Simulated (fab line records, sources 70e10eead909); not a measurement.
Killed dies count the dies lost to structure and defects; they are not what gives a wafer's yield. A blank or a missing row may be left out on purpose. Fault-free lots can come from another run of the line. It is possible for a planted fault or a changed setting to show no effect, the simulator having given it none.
fab line records | flow nand-harc
record: lots: 12 wafers: 36 last-day: 32
route steps=1302 shown P_GATE@190 P_CONTACT@229 END@1302
lots that met no fault: taken from a fault-free run of the same line
start-h: hours from the record's opening day to when the first of the lot's shown wafers began | wait-h: time in hours since the lot's previous step | " the same as in the row above | L1.1+2: several wafers, shown together as one row | - value missing, or start not given | * or withheld: withheld | < > ~ a bound
route shown NAME@n: NAME is a module with steps in the file, n the number in the route of the first one | usual: average and standard deviation across the fault-free wafers | same: alike in all rows | chamber/n: place in a boat | sites: each site's reading | _std_site: their standard deviation | _edge_site: inner sites' mean taken away from outer sites' mean | radius-mm: how far each site lies from the wafer's centre | mask NAME#n: copy n | behind: the tool/chamber that last shaped the wafer | hold: cause of the lot's hold/its duration in hours/its outcome | device: names the non-switching transistor (n, p or np) | end of line: the route-end tests of the same wafers | a step without rows: its recipe alone | killed: dies lost to structure and defects at the first sort, not the wafer's yield | map: shows each die of a wafer: x if killed, . if not, _ if none is there
set.NAME: the setting that was run; set.NAME@STEP: the one run at that earlier step | model.NAME: the simulator's own value behind a step, which no gauge read
one table for each step of the route and one row for each wafer, over a sample of lots
services: a tool's chamber out of use, with start hour (start-h, from the record's first day; less than 0 if before it), hours out, and reason
== steps ==
step: NHARC_P_GATE_STRIP_76
recipe: power-w: 1500 temp-c: 250 chemistry: O2
usual: drypump-motor-current-A: 6.0/0.32 heater-power-w: 327/31 temp-c: 250.02/0.19
columns lot.wafer tool chamber start-h wait-h drypump-motor-current-A heater-power-w rf-hours-counter-h temp-c
L219.2 plasma-asher-01 0 118.82 0.2 6.2 322 23 249.96
L219.5 " 0 " " 6.2 324 - 250.19
L219.6 " 1 " " 6.2 283 - 250.03
L220.2 plasma-asher-01 0 129.04 0.2 6.3 326 25 250.26
L220.3 " 1 " " 6.2 285 - 249.79
L220.6 " 0 " " 6.2 325 - 250.20
L221.2 plasma-asher-02 0 145.41 0.2 5.5 359 15 250.16
L221.4 " 0 " " 5.4 367 - 250.20
L221.3 " 1 " " 5.9 344 - 250.29
L223.1 plasma-asher-01 0 157.17 0.2 6.3 321 32 250.14
L223.3 " 1 " " 6.2 274 - 249.77
L223.6 " 1 " " 6.2 273 - 250.08
L226.2 plasma-asher-02 0 190.87 0.2 5.4 369 25 249.85
L226.4 " 0 " " 5.4 360 - 249.80
L226.5 " 0 " " 5.4 360 - 249.79
L228.1 plasma-asher-02 1 207.89 0.2 5.9 340 27 250.54
L228.3 " 1 " " 5.9 343 - 250.32
L228.4 " 0 " " 5.4 356 - 249.68
L227.1 plasma-asher-02 0 208.81 0.2 5.4 365 27 250.12
L227.3 " 0 " " 5.5 373 - 250.30
L227.4 " 1 " " 5.9 337 - 250.05
L229.3 plasma-asher-02 1 224.59 0.2 5.9 332 - 250.19
L229.6 " 1 " " 6.0 339 - 250.31
L229.5 " 0 " " 5.4 364 - 250.04
L230.1 plasma-asher-02 0 229.61 0.2 5.4 358 31 249.98
L230.4 " 1 " " 5.9 338 - 250.39
L230.6 " 1 " " 5.9 326 - 250.26
L231.1 plasma-asher-01 0 236.20 0.2 6.2 335 15 249.73
L231.4 " 0 " " 6.3 324 - 249.90
L231.6 " 1 " " 6.2 284 - 249.79
L238.1 plasma-asher-02 0 310.53 0.2 5.4 352 10 249.92
L238.4 " 0 " " 5.4 357 - 250.13
L238.3 " 1 " " 5.9 338 - 249.73
L241.1 plasma-asher-01 0 340.32 0.2 6.3 342 38 250.16
L241.3 " 1 " " 6.2 292 - 250.42
L241.4 " 0 " " 6.3 344 - 250.43
step: NHARC_P_CONTACT_EXPOSE_09
recipe: na: 1.35 target-cd-nm: 90 dose-mj: 81.26 mask-id: P_CA
same: na: 1.35
columns lot.wafer tool chamber start-h wait-h mask
L219.2+5+6 arfi-scanner-03 0 124.31 - P_CA#0
L220.2+3+6 arfi-scanner-01 0 134.50 - P_CA#0
L221.2+3+4 arfi-scanner-03 0 150.89 - P_CA#0
L223.1+3+6 arfi-scanner-03 0 162.65 - P_CA#0
L226.2+4+5 arfi-scanner-02 0 196.34 - P_CA#0
L228.1+3+4 arfi-scanner-01 0 213.25 - P_CA#0
L227.1+3+4 arfi-scanner-03 0 214.28 - P_CA#0
L229.3+5+6 arfi-scanner-03 0 229.99 - P_CA#0
L230.1+4+6 arfi-scanner-02 0 235.30 - P_CA#0
L231.1+4+6 arfi-scanner-03 0 241.98 - P_CA_R1#0
L238.1+3+4 arfi-scanner-01 0 315.99 - P_CA#0
L241.1+3+4 arfi-scanner-01 0 345.81 - P_CA#0
step: NHARC_P_CONTACT_CD_MEAS_12
recipe: target-cd-nm: 90 landing-energy-ev: 500
usual: cd-nm: 89.8/0.86
columns lot.wafer tool chamber start-h wait-h hold cd-nm
L219.2 cd-sem-03 0 124.44 - - 89.9
L219.5 " 0 " " - 90.8
L219.6 " 0 " " - 90.3
L220.2 cd-sem-02 0 134.64 - - 89.4
L220.3 " 0 " " - 89.8
L220.6 " 0 " " - 89.1
L221.2 cd-sem-02 0 151.03 - - 89.8
L221.3 " 0 " " - 90.2
L221.4 " 0 " " - 90.0
L223.1 cd-sem-02 0 162.79 - - 89.9
L223.3 " 0 " " - 89.6
L223.6 " 0 " " - 89.4
L226.2 cd-sem-02 0 196.48 - - 90.0
L226.4 " 0 " " - 88.4
L226.5 " 0 " " - 88.9
L228.1 cd-sem-02 0 213.39 - - 90.2
L228.3 " 0 " " - 90.6
L228.4 " 0 " " - 90.5
L227.1 cd-sem-03 0 214.42 - - 90.4
L227.3 " 0 " " - 90.1
L227.4 " 0 " " - 90.6
L229.3 cd-sem-01 0 230.13 - - 89.5
L229.5 " 0 " " - 88.9
L229.6 " 0 " " - 89.2
L230.1 cd-sem-01 0 235.44 - - 91.3
L230.4 " 0 " " - 90.0
L230.6 " 0 " " - 91.9
L231.1 cd-sem-02 0 242.12 - await-dispo/0.2h/release 94.9
L231.4 " 0 " " await-dispo/0.2h/release 93.8
L231.6 " 0 " " await-dispo/0.2h/release 93.4
L231.1 cd-sem-02 0 - - - 95.1
L231.4 " 0 " " - 94.1
L231.6 " 0 " " - 93.4
L238.1 cd-sem-02 0 316.13 - - 92.0
L238.3 " 0 " " - 91.6
L238.4 " 0 " " - 90.9
L241.1 cd-sem-01 0 345.95 - - 89.6
L241.3 " 0 " " - 89.7
L241.4 " 0 " " - 90.1
step: NHARC_P_CONTACT_STRIP_28
recipe: o2-flow-sccm: 500 ar-flow-sccm: 0 bias-w: 0 chemistry: O2
usual: chamber-pressure-mTorr: 60.00/0.053 drypump-motor-current-A: 5.7/0.37 oes-product-au: 0.998/0.01 rf-vpp-V: 57.7/0.98 showerhead-plenum-p-Torr: 3.53/0.15 throttle-valve-pct: 17.038/0.0095
columns lot.wafer tool chamber start-h wait-h chamber-pressure-mTorr drypump-motor-current-A oes-product-au rf-hours-counter-h rf-vpp-V showerhead-plenum-p-Torr throttle-valve-pct
L219.2 rie-diel-02 1 125.61 0.1 59.99 5.5 0.997 4.9 57.4 3.55 17.030
L219.5 " 3 " " 59.96 6.0 1.000 - 58.0 3.46 17.029
L219.6 " 0 " " 59.93 5.6 1.016 - 57.5 3.61 17.043
L220.2 rie-diel-05 1 135.78 0.1 60.02 5.3 1.000 1.5 56.7 3.36 17.028
L220.3 " 3 " " 60.00 5.0 0.998 1.5 57.9 3.37 17.052
L220.6 " 0 " " 60.00 6.0 1.002 - 58.5 3.78 17.039
L221.4 rie-diel-05 0 152.16 0.1 60.08 6.0 0.997 2.0 58.0 3.78 17.019
L221.2 " 1 " " 60.03 5.3 1.006 2.1 58.2 3.36 17.032
L221.3 " 2 " " 59.99 6.0 0.999 1.7 57.7 3.60 17.027
L223.3 rie-diel-08 1 163.93 0.1 59.98 5.6 0.975 3.3 58.9 3.38 17.038
L223.1 " 0 " " 60.08 5.6 0.984 3.7 56.0 3.45 17.045
L223.6 " 1 " " 60.00 5.6 0.967 - 56.8 3.38 17.026
L226.2 rie-diel-05 0 197.61 0.1 60.02 6.1 1.003 3.8 58.1 3.78 17.043
L226.4 " 3 " " 60.03 5.0 0.993 4.1 58.4 3.36 17.050
L226.5 " 1 " " 59.95 5.3 0.995 - 57.4 3.36 17.023
L228.3 rie-diel-08 3 214.52 0.1 60.07 6.4 0.992 0.4 57.6 3.49 17.038
L228.1 " 1 " " 59.99 5.6 1.000 0.3 56.5 3.38 17.028
L228.4 " 2 " " 60.01 5.6 1.001 0.3 59.6 3.75 17.031
L227.1 rie-diel-05 3 215.55 0.1 59.96 5.0 0.979 4.7 57.0 3.36 17.034
L227.3 " 0 " " 60.03 6.0 0.987 4.3 59.4 3.78 17.049
L227.4 " 2 " " 60.08 6.0 1.008 3.7 57.2 3.60 17.034
L229.3 rie-diel-08 1 231.27 0.1 59.98 5.6 0.982 0.5 57.5 3.38 17.038
L229.6 " 1 " " 60.03 5.6 0.998 - 57.3 3.38 17.053
L229.5 " 2 " " 60.00 5.6 1.004 - 59.0 3.75 17.054
L230.4 rie-diel-08 0 236.59 0.1 59.90 5.6 0.995 0.8 56.4 3.45 17.022
L230.1 " 2 " " 60.01 5.6 0.997 0.7 56.2 3.75 17.041
L230.6 " 0 " " 59.87 5.6 1.000 - 57.4 3.45 17.034
L231.4 rie-diel-08 1 249.26 0.1 60.06 5.6 0.978 0.9 58.0 3.38 17.047
L231.1 " 2 " " 60.14 5.6 0.991 0.9 58.8 3.75 17.027
L231.6 " 2 " " 60.09 5.6 0.984 - 57.4 3.75 17.029
L238.4 rie-diel-08 0 317.41 0.1 60.00 5.6 1.007 2.7 58.2 3.45 17.035
L238.3 " 1 " " 59.88 5.6 1.000 2.8 56.0 3.38 17.063
L238.1 " 2 " " 59.95 5.6 0.994 2.7 58.7 3.75 17.055
L241.3 rie-diel-08 1 347.57 0.1 59.98 5.6 0.989 3.9 56.9 3.37 17.040
L241.1 " 2 " " 59.94 5.6 1.006 3.7 59.1 3.75 17.043
L241.4 " 3 " " 59.95 6.4 1.000 3.8 57.4 3.49 17.035
step: NHARC_P_CONTACT_DEGAS_38
recipe: temp-c: 300 time-s: 60
usual: heater-power-w: 502/41
same: time-s: 60
columns lot.wafer tool chamber start-h wait-h heater-power-w
L219.2 pvd-sputter-01 - 126.21 - 454
L219.5 " - " " 459
L219.6 " - " " 510
L220.3 pvd-sputter-02 - 136.41 - 503
L220.2 " - " " 519
L220.6 " - " " 577
L221.3 pvd-sputter-02 - 152.79 - 507
L221.4 " - " " 437
L221.2 " - " " 562
L223.3 pvd-sputter-01 - 164.58 - 466
L223.1 " - " " 498
L223.6 " - " " 530
L226.2 pvd-sputter-01 - 198.31 - 504
L226.4 " - " " 465
L226.5 " - " " 531
L228.4 pvd-sputter-03 - 215.16 - 412
L228.1 " - " " 499
L228.3 " - " " 538
L227.4 pvd-sputter-01 - 216.19 - 463
L227.3 " - " " 505
L227.1 " - " " 487
L229.3 pvd-sputter-02 - 231.93 - 423
L229.5 " - " " 512
L229.6 " - " " 516
L230.1 pvd-sputter-01 - 237.21 - 505
L230.4 " - " " 541
L230.6 " - " " 501
L231.4 pvd-sputter-02 - 249.90 - 434
L231.1 " - " " 518
L231.6 " - " " 426
L238.1 pvd-sputter-01 - 318.05 - 504
L238.4 " - " " 518
L238.3 " - " " 427
L241.1 pvd-sputter-01 - 348.21 - 506
L241.4 " - " " 549
L241.3 " - " " 518
step: NHARC_END_SORT_01
recipe: temp-c: 25
usual: killed-at-array: 54/12 killed-at-other: 0.7/1.1 killed-at-periphery: 3.9/2.8 killed-dies: 59/13 killed-open: 3.4/2 killed-short: 2.5/1.7
same: gross-dies: 677
columns lot.wafer tool chamber start-h wait-h killed-at-array killed-at-other killed-at-periphery killed-dies killed-open killed-short
L223.1 prober-02 0 591.61 2.5 57 0 5 62 4 2
L223.3 prober-02 0 593.20 3.1 63 2 4 69 2 4
L223.6 prober-02 0 595.59 4.0 66 0 6 72 2 0
L221.2 prober-01 0 593.71 2.8 47 0 6 53 0 0
L221.3 prober-01 0 594.51 3.1 75 0 4 79 2 4
L221.4 prober-01 0 595.31 3.4 64 0 2 66 3 0
L231.1 prober-02 0 680.23 2.5 38 0 1 39 2 3
L231.4 prober-02 0 682.61 3.4 44 4 4 52 3 5
L231.6 prober-02 0 684.19 4.0 30 0 6 36 3 2
killed by level:class
L223.1 A_CHANNEL_HOLE_D2:chamber-film-flake=23 A_SLIT:chamber-film-flake=15 A_CONTACT:chamber-film-flake=6 P_M2:chamber-film-flake=3 A_CHANNEL_HOLE_D1:chamber-film-flake=2 A_STAIRCASE:chamber-film-flake=2 A_M1:chamber-film-flake=2 P_CONTACT:geometric-particle:open=1
L223.3 A_SLIT:chamber-film-flake=24 A_CHANNEL_HOLE_D2:chamber-film-flake=24 A_CONTACT:chamber-film-flake=3 A_M1:chamber-film-flake=3 P_GATE:chamber-film-flake=2 A_CHANNEL_HOLE_D1:chamber-film-flake=2 A_ONON_D1:geometric-particle:short=1 A_CHANNEL_FILL_D2:geometric-particle:open=1
L221.2 A_CHANNEL_HOLE_D1:chamber-film-flake=22 A_CHANNEL_HOLE_D2:chamber-film-flake=11 P_STI:chamber-film-flake=5 A_CONTACT:chamber-film-flake=5 A_DECK1_JOINT:chamber-film-flake=3 A_SLIT:chamber-film-flake=2 P_ZERO_WELL:chamber-film-flake=1 A_ZERO_WELL:chamber-film-flake=1
L221.3 A_CHANNEL_HOLE_D2:chamber-film-flake=31 A_CHANNEL_HOLE_D1:chamber-film-flake=26 A_CONTACT:chamber-film-flake=8 P_STI:chamber-film-flake=3 A_STAIRCASE:chamber-film-flake=2 P_M1:geometric-particle:short=1 A_ONON_D1:geometric-particle:short=1 A_DECK1_JOINT:geometric-particle:short=1
L221.4 A_CHANNEL_HOLE_D2:chamber-film-flake=28 A_CHANNEL_HOLE_D1:chamber-film-flake=25 P_STI:chamber-film-flake=2 A_DECK1_JOINT:chamber-film-flake=2 A_CHANNEL_FILL_D2:chamber-film-flake=2 A_STAIRCASE:chamber-film-flake=2 A_CONTACT:chamber-film-flake=2 A_SOURCE_PLATE:geometric-particle:open=1
L223.6 A_CHANNEL_HOLE_D2:chamber-film-flake=27 A_SLIT:chamber-film-flake=25 A_CONTACT:chamber-film-flake=4 A_CHANNEL_HOLE_D1:chamber-film-flake=3 A_STAIRCASE:chamber-film-flake=3 P_GATE:chamber-film-flake=2 P_M2:chamber-film-flake=2 P_CONTACT:geometric-particle:open=1
L231.1 A_CHANNEL_HOLE_D2:chamber-film-flake=19 A_CHANNEL_HOLE_D1:chamber-film-flake=5 A_WL_FILL:chamber-film-flake=5 A_STAIRCASE:chamber-film-flake=3 A_CHANNEL_HOLE_D1:geometric-particle:short=1 A_CHANNEL_FILL_D2:geometric-particle:short=1 A_SGD_CUT:geometric-particle:open=1 A_WL_FILL:geometric-particle:short=1
L231.4 A_CHANNEL_HOLE_D2:chamber-film-flake=19 A_CHANNEL_HOLE_D1:chamber-film-flake=7 A_SLIT:chamber-film-flake=7 P_CONTACT:chamber-film-flake=3 THIN_TSV:chamber-film-flake=3 A_CHANNEL_FILL_D1:geometric-particle:short=2 A_STAIRCASE:chamber-film-flake=2 P_BONDPAD:geometric-particle:open=1
L231.6 A_CHANNEL_HOLE_D2:chamber-film-flake=13 A_CHANNEL_HOLE_D1:chamber-film-flake=6 P_CONTACT:chamber-film-flake=4 A_SLIT:chamber-film-flake=4 A_WL_FILL:chamber-film-flake=3 P_M1:geometric-particle:open=1 A_ONON_D1:geometric-particle:short=1 A_CHANNEL_HOLE_D1:geometric-particle:open=1
== services ==
columns tool chamber start-h hours kind
pvd-sputter-02 - 104.00 10.0 pm
rie-diel-08 2 105.58 6.3 repair
pvd-sputter-01 - 115.74 3.3 repair
rie-diel-08 1 139.27 3.9 repair
pvd-sputter-01 - 151.74 0.8 repair
plasma-asher-01 - 165.07 9.0 pm
arfi-scanner-01 - 176.21 6.2 repair
rie-diel-08 - 190.80 9.0 pm
arfi-scanner-03 - 196.00 4.0 pm
pvd-sputter-02 - 198.33 7.1 repair
pvd-sputter-01 - 226.07 10.0 pm
rie-diel-05 - 229.60 9.0 pm
arfi-scanner-03 - 232.67 3.8 repair
arfi-scanner-01 - 235.76 0.7 repair
plasma-asher-02 - 244.99 0.8 repair
plasma-asher-02 - 249.00 9.0 pm
arfi-scanner-01 - 252.00 4.0 pm
rie-diel-08 2 257.98 5.4 repair
pvd-sputter-01 - 280.42 4.2 repair
pvd-sputter-02 - 282.00 10.0 pm
plasma-asher-02 - 282.36 2.7 repair
pvd-sputter-01 - 297.18 9.8 repair
arfi-scanner-03 - 315.28 2.0 repair
plasma-asher-01 - 342.53 9.0 pm
== key ==
first-sign: step: NHARC_P_CONTACT_EXPOSE_09 reading: mask direction: changed
effect: step: NHARC_P_CONTACT_CD_MEAS_12 reading: visit direction: added
met-at NHARC_P_CONTACT_EXPOSE_09
struck-lots L231
tester-left-out L231
not-acting-at NHARC_P_GATE_STRIP_76,NHARC_P_CONTACT_STRIP_28,NHARC_P_CONTACT_DEGAS_38
onset-between 229.99 241.98
fault: kind: wrong-mask tool: any chamber: - onset-h: 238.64 steps: NHARC_P_CONTACT_EXPOSE_09 aux-copy: P_CA_R1#0 cd-offset-nm: 4.544 scope: struck-lots-only
tester-left-out: of these lots the tester's yield and bins aren't shown, on N5 and GAA mostly nor the transistor test; their killed dies are dies lost to structure and defects alone, not to doping, threshold or leakage, so they don't give the yield
